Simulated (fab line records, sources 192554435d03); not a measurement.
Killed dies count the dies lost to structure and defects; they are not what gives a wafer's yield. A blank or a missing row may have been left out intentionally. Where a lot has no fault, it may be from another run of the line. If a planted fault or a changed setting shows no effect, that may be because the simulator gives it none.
Split-lot experiment :: flow n5 finfet :: 39 wafers read from 7 lots, route of 1938 steps

== THE SPLIT ITSELF ==
At N5_BEOL_M14_SPUTTER_43 (material TaN, target thk 15 nm, time 24.19 s), the setting target thk a was moved away from the recipe's 150 angstrom on 15 of the 39 wafers read, by -59.6% to +57.7%. All remaining wafers had this setting at the recipe value.

== FROM THE SPLIT TO THE READING: what the file shows between them, 4 steps ==
- N5_BEOL_M14_SPUTTER_44: material Ta, target thk 15 nm, time 24.19 s
- N5_BEOL_M14_SPUTTER_45: material Cu, target thk 100 nm, time 16.67 s
- N5_BEOL_M14_ECD_47: material Cu, target thk 1248 nm
- N5_BEOL_M14_ANNEAL_48: time 90 s

== THE READING ==
barrier field endpoint s, in s, at N5_BEOL_M14_CMP_49 (polishes, stops on SiO2, t overpolish 5.2 s, target thk 560 nm). Fault-free wafers of this fab line usually give 11.49 s, standard deviation 0.26 s.

wafer: L076.1
tool, chamber at the split: pvd sputter-01, -
target thk a as run, angstrom: 150
against the recipe: recipe
barrier field endpoint s, s: 11.69
against lot-mates on the recipe: -

wafer: L076.3
tool, chamber at the split: pvd sputter-01, -
target thk a as run, angstrom: 150
against the recipe: recipe
barrier field endpoint s, s: 11.76
against lot-mates on the recipe: -

wafer: L076.4
tool, chamber at the split: pvd sputter-01, -
target thk a as run, angstrom: 150
against the recipe: recipe
barrier field endpoint s, s: 11.87
against lot-mates on the recipe: -

wafer: L074.2
tool, chamber at the split: pvd sputter-02, -
target thk a as run, angstrom: 150
against the recipe: recipe
barrier field endpoint s, s: 10.98
against lot-mates on the recipe: -

wafer: L074.1
tool, chamber at the split: pvd sputter-02, -
target thk a as run, angstrom: 150
against the recipe: recipe
barrier field endpoint s, s: 11.45
against lot-mates on the recipe: -

wafer: L074.4
tool, chamber at the split: pvd sputter-02, -
target thk a as run, angstrom: 150
against the recipe: recipe
barrier field endpoint s, s: 11.31
against lot-mates on the recipe: -

wafer: L074.3
tool, chamber at the split: pvd sputter-02, -
target thk a as run, angstrom: 150
against the recipe: recipe
barrier field endpoint s, s: 11.53
against lot-mates on the recipe: -

wafer: L074.5
tool, chamber at the split: pvd sputter-02, -
target thk a as run, angstrom: 150
against the recipe: recipe
barrier field endpoint s, s: 11.20
against lot-mates on the recipe: -

wafer: L074.6
tool, chamber at the split: pvd sputter-02, -
target thk a as run, angstrom: 150
against the recipe: recipe
barrier field endpoint s, s: 11.68
against lot-mates on the recipe: -

wafer: L077.4
tool, chamber at the split: pvd sputter-03, -
target thk a as run, angstrom: 60.61
against the recipe: -59.6%
barrier field endpoint s, s: 8.29
against lot-mates on the recipe: -3.49

wafer: L077.3
tool, chamber at the split: pvd sputter-03, -
target thk a as run, angstrom: 60.61
against the recipe: -59.6%
barrier field endpoint s, s: 8.13
against lot-mates on the recipe: -3.65

wafer: L077.2
tool, chamber at the split: pvd sputter-03, -
target thk a as run, angstrom: 60.61
against the recipe: -59.6%
barrier field endpoint s, s: 8.52
against lot-mates on the recipe: -3.26

wafer: L077.1
tool, chamber at the split: pvd sputter-03, -
target thk a as run, angstrom: 150
against the recipe: recipe
barrier field endpoint s, s: 11.59
against lot-mates on the recipe: -

wafer: L077.6
tool, chamber at the split: pvd sputter-03, -
target thk a as run, angstrom: 150
against the recipe: recipe
barrier field endpoint s, s: 11.83
against lot-mates on the recipe: -

wafer: L077.5
tool, chamber at the split: pvd sputter-03, -
target thk a as run, angstrom: 150
against the recipe: recipe
barrier field endpoint s, s: 11.91
against lot-mates on the recipe: -

wafer: L084.1
tool, chamber at the split: pvd sputter-03, -
target thk a as run, angstrom: 236.6
against the recipe: +57.7%
barrier field endpoint s, s: 14.50
against lot-mates on the recipe: +3.16

wafer: L084.3
tool, chamber at the split: pvd sputter-03, -
target thk a as run, angstrom: 150
against the recipe: recipe
barrier field endpoint s, s: 11.48
against lot-mates on the recipe: -

wafer: L084.4
tool, chamber at the split: pvd sputter-03, -
target thk a as run, angstrom: 150
against the recipe: recipe
barrier field endpoint s, s: 11.46
against lot-mates on the recipe: -

wafer: L084.2
tool, chamber at the split: pvd sputter-03, -
target thk a as run, angstrom: 236.6
against the recipe: +57.7%
barrier field endpoint s, s: 14.62
against lot-mates on the recipe: +3.28

wafer: L084.5
tool, chamber at the split: pvd sputter-03, -
target thk a as run, angstrom: 150
against the recipe: recipe
barrier field endpoint s, s: 11.08
against lot-mates on the recipe: -

wafer: L084.6
tool, chamber at the split: pvd sputter-03, -
target thk a as run, angstrom: 236.6
against the recipe: +57.7%
barrier field endpoint s, s: 14.47
against lot-mates on the recipe: +3.13

wafer: L086.2
tool, chamber at the split: pvd sputter-01, -
target thk a as run, angstrom: 121.8
against the recipe: -18.8%
barrier field endpoint s, s: 10.34
against lot-mates on the recipe: -1.02

wafer: L086.4
tool, chamber at the split: pvd sputter-01, -
target thk a as run, angstrom: 121.8
against the recipe: -18.8%
barrier field endpoint s, s: 10.39
against lot-mates on the recipe: -0.97

wafer: L086.3
tool, chamber at the split: pvd sputter-01, -
target thk a as run, angstrom: 150
against the recipe: recipe
barrier field endpoint s, s: 11.41
against lot-mates on the recipe: -

wafer: L086.1
tool, chamber at the split: pvd sputter-01, -
target thk a as run, angstrom: 150
against the recipe: recipe
barrier field endpoint s, s: 11.10
against lot-mates on the recipe: -

wafer: L086.6
tool, chamber at the split: pvd sputter-01, -
target thk a as run, angstrom: 121.8
against the recipe: -18.8%
barrier field endpoint s, s: 10.29
against lot-mates on the recipe: -1.07

wafer: L086.5
tool, chamber at the split: pvd sputter-01, -
target thk a as run, angstrom: 150
against the recipe: recipe
barrier field endpoint s, s: 11.57
against lot-mates on the recipe: -

wafer: L088.1
tool, chamber at the split: pvd sputter-01, -
target thk a as run, angstrom: 150
against the recipe: recipe
barrier field endpoint s, s: 11.38
against lot-mates on the recipe: -

wafer: L088.3
tool, chamber at the split: pvd sputter-01, -
target thk a as run, angstrom: 150
against the recipe: recipe
barrier field endpoint s, s: 11.70
against lot-mates on the recipe: -

wafer: L088.4
tool, chamber at the split: pvd sputter-01, -
target thk a as run, angstrom: 150
against the recipe: recipe
barrier field endpoint s, s: 11.16
against lot-mates on the recipe: -

wafer: L088.2
tool, chamber at the split: pvd sputter-01, -
target thk a as run, angstrom: 78.11
against the recipe: -47.9%
barrier field endpoint s, s: 8.67
against lot-mates on the recipe: -2.74

wafer: L088.6
tool, chamber at the split: pvd sputter-01, -
target thk a as run, angstrom: 78.11
against the recipe: -47.9%
barrier field endpoint s, s: 8.44
against lot-mates on the recipe: -2.97

wafer: L088.5
tool, chamber at the split: pvd sputter-01, -
target thk a as run, angstrom: 78.11
against the recipe: -47.9%
barrier field endpoint s, s: 8.91
against lot-mates on the recipe: -2.50

wafer: L091.4
tool, chamber at the split: pvd sputter-03, -
target thk a as run, angstrom: 207.1
against the recipe: +38.1%
barrier field endpoint s, s: 13.28
against lot-mates on the recipe: +2.13

wafer: L091.3
tool, chamber at the split: pvd sputter-03, -
target thk a as run, angstrom: 150
against the recipe: recipe
barrier field endpoint s, s: 11.18
against lot-mates on the recipe: -

wafer: L091.1
tool, chamber at the split: pvd sputter-03, -
target thk a as run, angstrom: 207.1
against the recipe: +38.1%
barrier field endpoint s, s: 13.48
against lot-mates on the recipe: +2.33

wafer: L091.2
tool, chamber at the split: pvd sputter-03, -
target thk a as run, angstrom: 150
against the recipe: recipe
barrier field endpoint s, s: 11.26
against lot-mates on the recipe: -

wafer: L091.5
tool, chamber at the split: pvd sputter-03, -
target thk a as run, angstrom: 207.1
against the recipe: +38.1%
barrier field endpoint s, s: 13.28
against lot-mates on the recipe: +2.13

wafer: L091.6
tool, chamber at the split: pvd sputter-03, -
target thk a as run, angstrom: 150
against the recipe: recipe
barrier field endpoint s, s: 11.00
against lot-mates on the recipe: -

THE FIT
A straight line over all 39 wafers: barrier field endpoint s changes by +0.0537 s for each +1% of target thk a; r = +0.99; the points scatter about the line by 0.24 s.
The same after taking each lot's own level away (the mean of its wafers on the recipe; 39 wafers): +0.0569 s for each +1%; r = +1.00; scatter 0.17 s.
That fit puts the effect of the largest move of target thk a on the reading at 3.4 s.
Across the lots, their own levels run from 11.147 to 11.777 s, a range of 2.4 times the standard deviation given above.
The two slopes are in agreement: the lot-to-lot level therefore moves the slope only a little.
Check: with one of the wafers moved furthest among these (-59.6%) left out of the fit, the line predicts -3.38 s for it against its lot-mates. It came out at -3.49 s against them.

== THESE WAFERS: OTHER SPLITS ==
Before the reading, these wafers also passed through other splits. Each is held against what the fit with the lots' levels taken away leaves over:
other split on the same wafers: N5_BEOL_M8_DEVELOP_10 develop time s
wafers away from the commonest value: 18
r with barrier field endpoint s (lot level and that fit taken away): -0.01

== THE WHOLE CHAIN: every reading that the file lists as answering this split, in the file's order ==
step: N5_BEOL_M14_SPUTTER_43
what it does: material TaN, target thk 15 nm, time 24.19 s
reading: TaN_of_BEOL_M14_SPUTTER_43.thk nm (the simulator's own value, which no gauge read)
change (the file's fit): +0.151 nm for each +1% of the setting
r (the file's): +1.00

step: N5_BEOL_M14_CMP_49
what it does: polishes, stops on SiO2, t overpolish 5.2 s, target thk 560 nm
reading: barrier field endpoint s
change (the file's fit): +0.0569 s for each +1% of the setting
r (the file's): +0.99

== FILE'S OWN FIT ==
barrier field endpoint s changes by +0.0569 s for each +1% of target thk a, r = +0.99.
